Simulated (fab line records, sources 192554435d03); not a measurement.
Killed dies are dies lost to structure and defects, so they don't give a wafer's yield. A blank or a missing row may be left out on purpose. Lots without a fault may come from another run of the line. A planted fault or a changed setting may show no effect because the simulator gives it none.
One fault seen from 2 desks | flow n5_finfet | each desk has only its own numbers; what lay behind them comes last

THE TOOL OWNER'S DESK: cvd_co-01
The tool's own readings at N5_BEOL_M2_CO_CAP_55 (material Co, precursor CCTBA/H2, target thk 2 nm, time 102.1 s): means of the sampled wafers that have a number, for each lot that ran on this tool. A lot is out of limits, marked OUT, if its mean lies more than 4 standard deviations from the usual mean; the brackets give that distance.
Columns: A = heater_power_w at N5_BEOL_M2_CO_CAP_55, usual 224 W; B = run_length_s at N5_BEOL_M2_CO_CAP_55, usual 124.9 s
lot  | first seen here | A   | B
L130 | day 7 14:36     | 224 | 125.3
L131 | day 7 18:35     | 201 | 124.2
L133 | day 8 01:14     | 211 | 137.5 (+17) OUT
L137 | day 9 03:35     | 231 | 163.8 (+54) OUT
L136 | day 9 03:53     | 240 | 125.3
L148 | day 12 18:46    | 211 | 124.3
L147 | day 12 22:14    | 227 | 125.3
L149 | day 13 04:20    | 190 | 123.7
L150 | day 14 05:17    | 231 | 125.4
This desk's finding: out of limits on L133, L137; first on L133, day 8 01:14 (run_length_s at N5_BEOL_M2_CO_CAP_55). In limits: L130, L131, L136, L148, L147, L149, L150.

THE METROLOGY DESK
What the gauges read, lot by lot, whatever tool the lot ran on: means of the sampled wafers that have a number. A lot is out of limits, marked OUT, if its mean lies more than 4 standard deviations from the usual mean; the brackets give that distance. Of its 10 readings 7 are shown: those that lie furthest out on some lot.
Columns: A = DIBL_P at N5_BEOL_M4_RC_MEAS_101, usual 36.6 mV/V; B = IOFF_N at N5_BEOL_M4_RC_MEAS_101, usual 0.17 nA/um; C = IOFF_P at N5_BEOL_M4_RC_MEAS_101, usual 0.23 nA/um; D = ION_N at N5_BEOL_M4_RC_MEAS_101, usual 682 uA/um; E = ION_P at N5_BEOL_M4_RC_MEAS_101, usual 468 uA/um; F = SS_N at N5_BEOL_M4_RC_MEAS_101, usual 71.6 mV/dec; G = VT_P at N5_BEOL_M4_RC_MEAS_101, usual -248.9 mV
lot  | first seen here | A    | B    | C    | D   | E   | F    | G
L131 | day 9 01:44     | 38.7 | 0.20 | 0.28 | 694 | 478 | 71.6 | -244.0
L133 | day 9 12:26     | 39.3 | 0.18 | 0.23 | 681 | 471 | 71.6 | -251.2
L130 | day 9 21:16     | 37.1 | 0.19 | 0.24 | 668 | 461 | 72.1 | -248.3
L129 | day 9 21:41     | 36.8 | 0.15 | 0.20 | 675 | 459 | 71.3 | -251.7
L137 | day 10 12:25    | 38.5 | 0.20 | 0.25 | 697 | 476 | 72.0 | -246.9
L136 | day 10 16:01    | 40.0 | 0.22 | 0.29 | 693 | 478 | 72.8 | -247.6
L143 | day 13 06:04    | 36.5 | 0.16 | 0.19 | 684 | 463 | 71.1 | -252.9
L146 | day 14 20:04    | 37.2 | 0.20 | 0.22 | 700 | 473 | 72.3 | -251.2
L149 | day 15 09:31    | 35.6 | 0.16 | 0.23 | 692 | 480 | 71.2 | -248.2
L147 | day 15 13:55    | 35.6 | 0.15 | 0.20 | 675 | 466 | 71.3 | -248.7
L148 | day 15 16:10    | 36.1 | 0.18 | 0.26 | 695 | 482 | 72.3 | -245.4
L150 | day 15 20:26    | 36.6 | 0.20 | 0.23 | 699 | 475 | 71.4 | -249.2
This desk's finding: nothing out of limits on any of the 12 lots.

PUT TOGETHER
The tool owner's desk could have raised an alarm at day 8 01:14, on L133, L137.
The metrology desk saw nothing out of limits.
The metrology desk has L133, L137 on record, within its limits.
Of the lots named, all ran N5_BEOL_M2_CO_CAP_55 on cvd_co-01.

WHAT THE SIMULATOR HAD PUT IN
Process parameter drift: cvd_co-01, from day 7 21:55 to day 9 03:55, at N5_BEOL_M2_CO_CAP_55. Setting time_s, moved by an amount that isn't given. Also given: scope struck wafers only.
Lots struck among those shown: L133, L137.
Hours from the fault's start to each desk's first reading out of limits: the tool owner's desk, 3.
